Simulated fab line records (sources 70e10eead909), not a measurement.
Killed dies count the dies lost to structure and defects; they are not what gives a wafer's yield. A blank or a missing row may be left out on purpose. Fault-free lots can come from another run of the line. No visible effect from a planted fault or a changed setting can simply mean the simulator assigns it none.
Matching of chambers + flow nand harc + 4 sister chambers for NHARC_A_CHANNEL_HOLE_D1_DESCUM_15 on rie diel-07
The step chemistry O2, time 3 s. 4 wafers are shown with their chamber, then 8 later ones without.

## WAFERS WITH THEIR CHAMBER
| wafer  | chamber | drypump motor current A (A) |
|--------|---------|-----------------------------|
| L134.2 | 1       | 6.1                         |
| L137.1 | 3       | 6.1                         |
| L137.4 | 2       | 6.3                         |
| L139.2 | 0       | 5.6                         |

## WAFERS MISSING THEIR CHAMBER
| wafer  | drypump motor current A (A) |
|--------|-----------------------------|
| L139.4 | 6.3                         |
| L139.5 | 6.1                         |
| L142.5 | 5.6                         |
| L142.6 | 6.0                         |
| L143.5 | 5.5                         |
| L143.6 | 6.1                         |
| L144.2 | 6.3                         |
| L144.3 | 6.0                         |

## WHICH CHAMBER EACH ONE RAN IN
| wafer  | from the rows above     | in truth |
|--------|-------------------------|----------|
| L139.4 | 2                       | 2        |
| L139.5 | can't be placed: 1 or 3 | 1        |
| L142.5 | 0                       | 0        |
| L142.6 | can't be placed: 1 or 3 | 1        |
| L143.5 | 0                       | 0        |
| L143.6 | can't be placed: 1 or 3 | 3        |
| L144.2 | 2                       | 2        |
| L144.3 | can't be placed: 1 or 3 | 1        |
Correctly placed: 4 of 8. From these rows, 4 cannot be placed; in 4 the true chamber is one of the candidates. Number placed wrongly: 0.
How it was worked out, from the rows above alone: a wafer's distance from a chamber is the root of the sum, over the readings, of the square of ((its reading less the chamber's mean) divided by the reading's scatter). If the next closest chamber is less than 2 further off than the closest, the wafer can't be placed; otherwise it belongs to the closest. Each chamber's mean is taken over the wafers shown for it. The scatter (one wafer shown for each chamber): square how far every hidden wafer sits from the nearest shown wafer, average those squares and take the square root.
